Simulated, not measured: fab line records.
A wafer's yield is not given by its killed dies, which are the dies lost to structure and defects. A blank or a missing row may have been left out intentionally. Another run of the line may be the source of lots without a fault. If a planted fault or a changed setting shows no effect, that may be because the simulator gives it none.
fab line records ; flow n5-finfet
[record] lots = 4; wafers = 12; last-day = 17
route steps=1938 shown BEOL_M9@1417 PASSIVATION@1936
lots that met no fault: from a run of the same line without faults
start-h: start of the lot's first displayed wafer, in hours after the record's first day ; wait-h: hours elapsed since this lot's preceding step ; " the same as in the row above ; L1.1+2: a single row standing in for several wafers ; - either no value or no given start ; * or withheld: withheld ; < > ~ a bound
route shown NAME@n: NAME is a module with steps in the file, n the number in the route of the first one ; usual: mean/standard deviation of fault-free wafers ; same: alike in all rows ; chamber/n: place in a boat ; sites: each site's reading ; _std_site: the standard deviation of these ; _edge_site: outer sites' mean less inner sites' ; radius-mm: how far each site lies from the wafer's centre ; mask NAME#n: copy n ; behind: the most recent tool/chamber to have shaped the wafer ; hold: reason for holding the lot/hours on hold/outcome of the hold ; device: which transistor (n, p or np) failed to switch ; end of line: the route-end tests of the same wafers ; a step without rows: its recipe alone ; killed: dies that structure and defects cost at the first sort, which is not the same as the wafer's yield ; map: a wafer's dies, marking killed ones x, the rest . and places with no die _
set.NAME: the setting as run; set.NAME@STEP: as run at that earlier step ; model.NAME: the simulator's own value behind a step, which no gauge read
lots at some steps of the route; a table a step, a row a wafer
services: the hour from which a tool's chamber was out of use, counted from the record's first day as start-h (under 0 if before that day), plus the number of hours and why
[[steps]]
[step N5_BEOL_M9_DESCUM_16]
[recipe] chemistry = O2; time-s = 7.9; source-power-w = 50; bias-power-w = 20; pressure-mtorr = 20; rf-frequency-hz = 2.712e+07; temp-c = 40; resist = CAR-ArF; o2-flow-sccm = 225
[step N5_BEOL_M9_ETCH_61]
[recipe] chemistry = CF4; target = SiARC; target-depth-a = 390; mask-material = CAR-ArF; time-s = 65; ion-energy-ev = 80; pressure-mtorr = 40; source-w = 545; bias-w = 36; Ar_flow_sccm = 100; cf4-flow-sccm = 100; ends = cleared
[step N5_BEOL_M9_ETCH_62]
[recipe] chemistry = N2/H2; target = SOC; target-depth-a = 1100; overetch-a = 220; mask-material = SiARC; temp-c = 40; time-s = 165; ion-energy-ev = 200; pressure-mtorr = 30; source-w = 840; bias-w = 150; n2-flow-sccm = 200; h2-flow-sccm = 200
[step N5_BEOL_M9_STRIP_68]
[recipe] chemistry = N2/H2; temp-c = 40; n2-flow-sccm = 200; h2-flow-sccm = 200; rf-frequency-hz = 6e+07
[step N5_BEOL_M9_STRIP_67]
[recipe] chemistry = CF4; resist = SiARC; power-w = 300; bias-power-w = 75; pressure-mtorr = 50; cf4-flow-sccm = 150; rf-frequency-hz = 6e+07
[step N5_BEOL_M9_HM_OPEN_17]
[recipe] chemistry = Cl2/BCl3; target-depth-a = 200; overetch-a = 60; target = TiN; mask-material = SOC; ion-energy-ev = 150; pressure-mtorr = 10; icp-w = 1000; bias-w = 126; Cl2_flow_sccm = 53.25; bcl3-flow-sccm = 21.75; Ar_flow_sccm = 25
[step N5_BEOL_M9_STRIP_19]
[recipe] chemistry = O2; power-w = 400; temp-c = 40; pressure-mtorr = 30; rf-frequency-hz = 6e+07; bias-power-w = 0; overash-fraction = 0.2; o2-flow-sccm = 225
[step N5_BEOL_M9_COAT_63]
[recipe] resist = SOC; temp-c = 250; time-s = 60; spin-rpm = 1500; resist-thk-nm = 60
[step N5_BEOL_M9_COAT_64]
[recipe] resist = SiARC; temp-c = 220; time-s = 60; spin-rpm = 1500; resist-thk-nm = 12
[step N5_BEOL_M9_COAT_75]
[recipe] resist = underlayer; temp-c = 205; time-s = 60; spin-rpm = 1500; resist-thk-nm = 5
[usual] spin-speed-rpm = 1499.9/1.1
lot.wafer;tool;chamber;start-h;wait-h;spin-speed-rpm;model.underlayer_of_BEOL_M9_COAT_75.thk-nm
L684.2;litho-track-04;0;266.05;-;1330.7;5.4
L684.4;litho-track-04;0;266.05;-;1332.5;5.2
L684.6;litho-track-04;0;266.05;-;1332.1;5.4
L687.1;litho-track-04;0;280.54;-;1333.8;5.2
L687.2;litho-track-04;0;280.54;-;1333.3;5.4
L687.4;litho-track-04;0;280.54;-;1331.6;5.4
L690.2;litho-track-05;0;313.00;-;1499.4;5
L690.3;litho-track-05;0;313.00;-;1500.1;5
L690.6;litho-track-05;0;313.00;-;1499.3;5
L697.1;litho-track-04;0;360.91;-;1499.0;5
L697.3;litho-track-04;0;360.91;-;1501.5;5
L697.5;litho-track-04;0;360.91;-;1500.3;5
[step N5_BEOL_M9_COAT_22]
[recipe] resist = CAR-EUV; spin-rpm = 1500; resist-thk-nm = 30
[step N5_BEOL_M9_EBR_24]
[recipe] solvent = PGMEA; ebr-width-mm = 1.5
[step N5_BEOL_M9_SOFTBAKE_23]
[recipe] temp-c = 110; time-s = 60; resist = CAR-EUV
[step N5_BEOL_M9_EXPOSE_25]
[recipe] mask-id = V8; na = 0.33; source-shape = annular; sigma-inner = 0.4; sigma-outer = 0.8; polarization = unpolarized; dose-mj = 37.25
[step N5_BEOL_M9_PEB_26]
[recipe] peb-temp-c = 100; peb-time-s = 60; resist = CAR-EUV
[step N5_BEOL_M9_DEVELOP_27]
[recipe] develop-time-s = 30; developer = TMAH; resist = CAR-EUV; rinse-liquid = surfactant-rinse; dry = air-spin; dev-temp-c = 23
[step N5_BEOL_M9_DESCUM_33]
[recipe] chemistry = O2; time-s = 7; source-power-w = 50; bias-power-w = 20; pressure-mtorr = 20; rf-frequency-hz = 2.712e+07; temp-c = 40; resist = CAR-EUV; o2-flow-sccm = 225
[step N5_BEOL_M9_ETCH_76]
[recipe] chemistry = N2/H2; target = underlayer; target-depth-a = 65; mask-material = CAR-EUV; time-s = 5.2; ion-energy-ev = 200; pressure-mtorr = 30; source-w = 840; bias-w = 150; n2-flow-sccm = 200; h2-flow-sccm = 200; ends = cleared
[usual] drypump-motor-current-A = 5.7/0.39; etch-rf-on-time-s = 5.22/0.12; oes-product-au = 0.68/0.059; rf-vpp-V = 524.3/2; showerhead-plenum-p-Torr = 2.56/0.063; throttle-valve-pct = 17.85/0.25
lot.wafer;tool;chamber;start-h;wait-h;drypump-motor-current-A;etch-rf-on-time-s;oes-product-au;rf-hours-counter-h;rf-vpp-V;showerhead-plenum-p-Torr;throttle-valve-pct;model.CAR-EUV_of_BEOL_M9_COAT_22.thk-nm;model.etch.depth-nm
L684.2;rie-diel-02;1;266.73;0.0;4.9;5.65;0.77;19;524.3;2.59;17.51;20;5.305
L684.4;rie-diel-02;1;266.73;0.0;4.9;5.61;0.78;-;526.0;2.59;17.51;20;5.298
L684.6;rie-diel-02;0;266.73;0.0;5.4;5.59;0.76;-;527.4;2.73;17.68;20;5.306
L687.1;rie-diel-04;0;280.98;0.0;5.9;5.49;0.64;167;523.3;2.52;17.68;19.8;5.294
L687.2;rie-diel-04;3;280.98;0.0;5.7;5.57;0.71;67;525.8;2.60;18.04;20;5.304
L687.4;rie-diel-04;1;280.98;0.0;5.3;5.40;0.75;41;522.4;2.48;17.75;19.8;5.323
L690.2;rie-diel-02;2;313.42;0.0;5.6;5.32;0.62;197;524.7;2.52;17.63;20.4;5.003
L690.3;rie-diel-02;1;313.42;0.0;4.9;5.37;0.74;32;524.6;2.59;17.51;20.4;5.019
L690.6;rie-diel-02;0;313.42;0.0;5.4;5.30;0.75;-;527.8;2.73;17.69;20.4;5.017
L697.1;rie-diel-02;0;361.33;0.0;5.4;5.31;0.73;51;530.7;2.72;17.69;20.4;5.002
L697.3;rie-diel-02;2;361.33;0.0;5.6;5.32;0.61;212;522.4;2.51;17.65;20.4;4.985
L697.5;rie-diel-02;2;361.33;0.0;5.6;5.35;0.61;-;521.6;2.51;17.66;20.2;5.005
[step N5_BEOL_M9_ETCH_65]
[recipe] chemistry = CF4; target = SiARC; target-depth-a = 156; mask-material = CAR-EUV; time-s = 26; ion-energy-ev = 80; pressure-mtorr = 40; source-w = 545; bias-w = 36; Ar_flow_sccm = 100; cf4-flow-sccm = 100; ends = cleared
[usual] drypump-motor-current-A = 5.7/0.39; etch-rf-on-time-s = 26.1/0.49; oes-product-au = 0.68/0.059; rf-vpp-V = 184.2/0.94; showerhead-plenum-p-Torr = 2.16/0.045; throttle-valve-pct = 15.59/0.2
lot.wafer;tool;chamber;start-h;wait-h;drypump-motor-current-A;etch-rf-on-time-s;oes-product-au;rf-hours-counter-h;rf-vpp-V;showerhead-plenum-p-Torr;throttle-valve-pct;model.CAR-EUV_of_BEOL_M9_COAT_22.thk-nm
L684.2;rie-diel-02;1;266.75;0.0;4.9;26.9;0.77;19;186.5;2.18;15.28;10.8
L684.4;rie-diel-02;1;266.75;0.0;4.9;26.8;0.77;-;185.1;2.18;15.28;10.8
L684.6;rie-diel-02;0;266.75;0.0;5.4;26.3;0.77;-;185.3;2.27;15.26;10.8
L687.1;rie-diel-04;0;280.99;0.0;5.9;25.7;0.64;167;183.7;2.13;15.49;10.6
L687.2;rie-diel-04;3;280.99;0.0;5.7;26.4;0.71;67;182.4;2.18;15.74;10.8
L687.4;rie-diel-04;1;280.99;0.0;5.3;25.8;0.75;41;183.9;2.08;15.33;10.6
L690.2;rie-diel-02;2;313.44;0.0;5.6;26.3;0.62;197;185.1;2.13;15.56;11.2
L690.3;rie-diel-02;1;313.44;0.0;4.9;26.5;0.76;32;184.1;2.18;15.30;11.2
L690.6;rie-diel-02;0;313.44;0.0;5.4;26.1;0.75;-;185.4;2.27;15.27;11.2
L697.1;rie-diel-02;0;361.34;0.0;5.4;26.3;0.73;51;185.4;2.26;15.31;11.2
L697.3;rie-diel-02;2;361.34;0.0;5.5;26.6;0.60;212;184.0;2.12;15.58;11.2
L697.5;rie-diel-02;2;361.34;0.0;5.6;26.5;0.60;-;183.8;2.12;15.58;11
[step N5_BEOL_M9_ETCH_66]
[recipe] chemistry = N2/H2; target = SOC; target-depth-a = 800; overetch-a = 160; mask-material = SiARC; temp-c = 40; time-s = 120; ion-energy-ev = 200; pressure-mtorr = 30; source-w = 840; bias-w = 150; n2-flow-sccm = 200; h2-flow-sccm = 200
[step N5_PASSIVATION_PROBE_49]
[usual] defect-limited-yield = 91.4/1.5; killed_at_M0_to_M3 = 34/10; killed_at_M4_up = 15/6; killed-at-contacts = 12/6; killed-at-front-end = 37/11; killed-at-other = 3.3/2.8; killed-dies = 101/18; killed-on-rim = 14/4.4; killed-open = 66/14; killed-short = 33/7.8; sort_bin_5_function = 5.0/0.97; sort_bin_6_memory = 3.2/0.72; sort-n-pass = 1079/18; sort-yield-pct = 91.4/1.5
[same] gross-dies = 1180; killed-at-back-side = 0; sort_bin_4_leakage[%] = 0; sort_bin_8_speed[%] = 0
lot.wafer;tool;chamber;start-h;wait-h;defect-limited-yield[%];killed_at_M0_to_M3;killed_at_M4_up;killed-at-contacts;killed-at-front-end;killed-at-other;killed-dies;killed-on-rim;killed-open;killed-short;sort_bin_5_function[%];sort_bin_6_memory[%];sort-n-pass;sort-yield-pct[%]
L684.2;prober-01;-;330.33;0.1;90.1;41;15;8;50;3;117;20;75;42;6.8;2.9;1063;90.1
L684.4;prober-01;-;330.43;0.2;89.7;39;26;5;49;3;122;13;95;27;6.0;4.2;1058;89.7
L684.6;prober-01;-;330.53;0.3;90.6;21;23;4;60;3;111;11;76;35;5.6;3.6;1069;90.6
L687.1;prober-01;-;347.92;0.0;92.1;20;17;4;48;4;93;19;55;28;4.0;3.0;1087;92.1
L687.2;prober-01;-;347.97;0.1;92.5;23;31;7;27;1;89;14;56;32;4.7;2.5;1091;92.5
L687.4;prober-01;-;348.07;0.2;91.5;32;18;10;38;2;100;8;65;33;5.4;2.5;1080;91.5
L690.2;prober-02;-;386.50;0.1;91.6;38;16;11;32;2;99;13;64;33;5.3;2.8;1081;91.6
L690.3;prober-02;-;386.55;0.1;91.1;45;24;12;20;4;105;16;70;32;5.4;3.2;1075;91.1
L690.6;prober-02;-;386.70;0.3;92.6;33;19;5;28;2;87;14;57;24;4.1;2.5;1093;92.6
L697.1;prober-02;-;417.95;0.0;94.6;27;7;4;24;2;64;9;39;25;3.1;2.1;1116;94.6
L697.3;prober-02;-;418.05;0.1;91.9;38;11;4;38;5;96;11;61;35;5.0;2.9;1084;91.9
L697.5;prober-02;-;418.15;0.2;91.9;42;9;7;34;3;95;13;61;34;3.6;4.2;1085;91.9
// killed by level:class
L684.2 FIN_SAQP:geometric-particle:open=13 BEOL_M2:geometric-particle:open=11 FIN_SAQP:geometric-particle:short=10 DUMMY_GATE:geometric-particle:open=10 BEOL_M0_SAQP:geometric-particle:open=9 BEOL_M3:geometric-particle:open=7 BEOL_M0_SAQP:geometric-particle:short=6 MOL_CONTACT_COAG:geometric-particle:open=4
L684.4 FIN_SAQP:geometric-particle:open=17 BEOL_M0_SAQP:geometric-particle:open=13 BEOL_M4:geometric-particle:open=13 STI_FIN_REVEAL:geometric-particle:open=10 BEOL_M0_SAQP:geometric-particle:short=8 DUMMY_GATE:geometric-particle:open=7 BEOL_M2:geometric-particle:open=7 FIN_SAQP:geometric-particle:short=5
L684.6 FIN_SAQP:geometric-particle:open=14 BEOL_M4:geometric-particle:open=10 DUMMY_GATE:geometric-particle:open=9 FIN_SAQP:geometric-particle:short=8 STI_FIN_REVEAL:geometric-particle:open=8 BEOL_M5:geometric-particle:open=7 BEOL_M2:geometric-particle:open=6 ILD0:geometric-particle:short=5
L687.1 FIN_SAQP:geometric-particle:open=11 BEOL_M4:geometric-particle:open=11 STI_FIN_REVEAL:geometric-particle:open=10 HKMG_FIN:area-etch=10 BEOL_M0_SAQP:geometric-particle:short=7 BEOL_M0_SAQP:geometric-particle:open=6 STI_FIN_REVEAL:geometric-particle:short=5 MOL_CONTACT_COAG:geometric-particle:open=4
L687.2 BEOL_M4:geometric-particle:open=18 FIN_SAQP:geometric-particle:short=10 FIN_SAQP:geometric-particle:open=6 STI_FIN_REVEAL:geometric-particle:open=6 MOL_CONTACT_COAG:geometric-particle:open=6 BEOL_M0_SAQP:geometric-particle:short=5 BEOL_M3:geometric-particle:open=5 BEOL_M4:geometric-particle:short=5
L687.4 FIN_SAQP:geometric-particle:open=11 BEOL_M0_SAQP:geometric-particle:open=11 MOL_CONTACT_COAG:geometric-particle:open=9 STI_FIN_REVEAL:geometric-particle:open=7 BEOL_M4:geometric-particle:open=7 BEOL_M0_SAQP:geometric-particle:short=6 BEOL_M3:geometric-particle:open=6 FIN_SAQP:geometric-particle:short=5
L690.2 FIN_SAQP:geometric-particle:open=11 BEOL_M2:geometric-particle:open=11 MOL_CONTACT_COAG:geometric-particle:open=9 FIN_SAQP:geometric-particle:short=8 BEOL_M0_SAQP:geometric-particle:open=8 BEOL_M3:geometric-particle:open=8 BEOL_M4:geometric-particle:open=7 BEOL_M0_SAQP:geometric-particle:short=5
L690.3 BEOL_M4:geometric-particle:open=14 BEOL_M2:geometric-particle:open=11 MOL_CONTACT_COAG:geometric-particle:open=10 BEOL_M0_SAQP:geometric-particle:short=10 BEOL_M0_SAQP:geometric-particle:open=9 BEOL_M1:geometric-particle:open=6 GATE_CUT:geometric-particle:open=4 BEOL_M2:geometric-particle:short=4
L690.6 BEOL_M2:geometric-particle:open=18 BEOL_M5:geometric-particle:open=7 BEOL_M0_SAQP:geometric-particle:short=5 BEOL_M0_SAQP:geometric-particle:open=4 BEOL_M4:geometric-particle:open=4 STARTING-WAFER:geometric-particle:open=4 HKMG_FIN:area-etch=4 GATE_CUT:geometric-particle:short=3
L697.1 DUMMY_GATE:geometric-particle:open=8 BEOL_M2:geometric-particle:open=7 BEOL_M0_SAQP:geometric-particle:short=6 BEOL_M0_SAQP:geometric-particle:open=5 STI_FIN_REVEAL:geometric-particle:open=4 FIN_SAQP:geometric-particle:short=3 MOL_CONTACT_COAG:geometric-particle:open=3 BEOL_M4:geometric-particle:open=3
L697.3 FIN_SAQP:geometric-particle:open=10 BEOL_M0_SAQP:geometric-particle:short=10 BEOL_M3:geometric-particle:open=7 BEOL_M0_SAQP:geometric-particle:open=6 BEOL_M4:geometric-particle:open=6 FIN_SAQP:geometric-particle:short=5 STARTING-WAFER:geometric-particle:open=5 STARTING-WAFER:geometric-particle:short=5
L697.5 BEOL_M0_SAQP:geometric-particle:short=10 FIN_SAQP:geometric-particle:open=8 BEOL_M0_SAQP:geometric-particle:open=8 BEOL_M2:geometric-particle:open=7 GATE_CUT:geometric-particle:open=6 BEOL_M4:geometric-particle:open=6 FIN_SAQP:geometric-particle:short=5 GATE_CUT:geometric-particle:short=5
[[services]]
tool;chamber;start-h;hours;kind
rie-diel-02;3;264.08;11.4;repair
rie-diel-02;-;271.71;2.8;pm
rie-diel-02;-;300.28;4.0;repair
rie-diel-02;0;322.58;9.6;repair
litho-track-04;-;328.95;-;consumable-replace:filter
rie-diel-04;1;330.34;2.0;repair
rie-diel-02;-;337.47;0.7;repair
[[key]]
[first-sign] step = N5_BEOL_M9_COAT_75; reading = spin-speed-rpm; direction = down; sigmas = 99+; usual = *; struck = *
[effect] step = N5_BEOL_M9_ETCH_76; reading = etch-rf-on-time-s; direction = up; sigmas = 2.8; usual = *; struck = *
[model-effect] step = N5_BEOL_M9_COAT_75; value = underlayer_of_BEOL_M9_COAT_75.thk-nm; without = 5; struck = 5.333
[model-effect] step = N5_BEOL_M9_ETCH_76; value = CAR-EUV_of_BEOL_M9_COAT_22.thk-nm; without = 20.27; struck = 19.93
[model-effect] step = N5_BEOL_M9_ETCH_65; value = CAR-EUV_of_BEOL_M9_COAT_22.thk-nm; without = 11.07; struck = 10.73
met-at N5_BEOL_M9_COAT_75
struck-wafers L684.2,L684.4,L684.6,L687.1,L687.2,L687.4
[baseline-loss] step = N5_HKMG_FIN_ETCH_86; wafers = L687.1
[fault] kind = process-parameter-drift; tool = litho-track-04; chamber = -; onset-h = 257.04; steps = N5_BEOL_M9_COAT_75; channel = spin-rpm; offset = *; shape = step; end-h = 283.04; acts-in = *; stated = *
// baseline-loss: these wafers lose ten dies or more at that step, a loss of the line's own and not of a fault; the sort's usual values leave them out
